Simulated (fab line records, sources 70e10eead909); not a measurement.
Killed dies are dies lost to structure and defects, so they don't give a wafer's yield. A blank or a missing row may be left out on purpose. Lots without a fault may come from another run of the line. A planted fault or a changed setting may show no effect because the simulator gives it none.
Chamber matching | flow nand_harc | NHARC_THIN_TSV_DESCUM_35 on rie_diel-09: 4 sister chambers
The step chemistry O2, time 3 s. 7 wafers are shown with their chamber, then 7 later ones without.

WAFERS WITH THEIR CHAMBER
wafer  | chamber | drypump_motor_current_A (A) | oes_product_au (a.u.)
L681.5 | 1       | 4.8                         | 1.000
L684.6 | 1       | 4.8                         | 0.995
L687.2 | 0       | 5.6                         | 0.990
L687.3 | 2       | 5.3                         | 1.005
L687.4 | 3       | 5.8                         | 1.012
L686.1 | 0       | 5.5                         | 1.002
L686.2 | 2       | 5.3                         | 1.003

WAFERS WITHOUT THEIR CHAMBER
wafer  | drypump_motor_current_A (A) | oes_product_au (a.u.)
L686.4 | 4.8                         | 1.001
L694.2 | 5.8                         | 1.011
L694.3 | 5.6                         | 1.017
L694.6 | 5.7                         | 1.014
L703.1 | 5.3                         | 1.010
L703.3 | 5.7                         | 1.011
L703.4 | 5.6                         | 1.015

WHICH CHAMBER EACH WENT THROUGH
wafer  | from the rows above     | in truth
L686.4 | 1                       | 1
L694.2 | 3                       | 3
L694.3 | can't be placed: 0 or 3 | 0
L694.6 | 3                       | 3
L703.1 | 2                       | 2
L703.3 | 3                       | 3
L703.4 | can't be placed: 0 or 3 | 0
Placed correctly: 5 of 7. Can't be placed from these rows: 2 (the true chamber is among the candidates in 2). Placed wrongly: 0.
How it was worked out, from the rows above alone: a wafer's distance from a chamber is the root of the sum, over the readings, of the square of ((its reading less the chamber's mean) divided by the reading's scatter). The wafer belongs to the nearest chamber; if the next one is less than 2 further off, it can't be placed. A chamber's mean is the mean of its shown wafers. The scatter: the root of (the sum of the squares of (reading less its chamber's mean) over the shown wafers, divided by (wafers less chambers)).
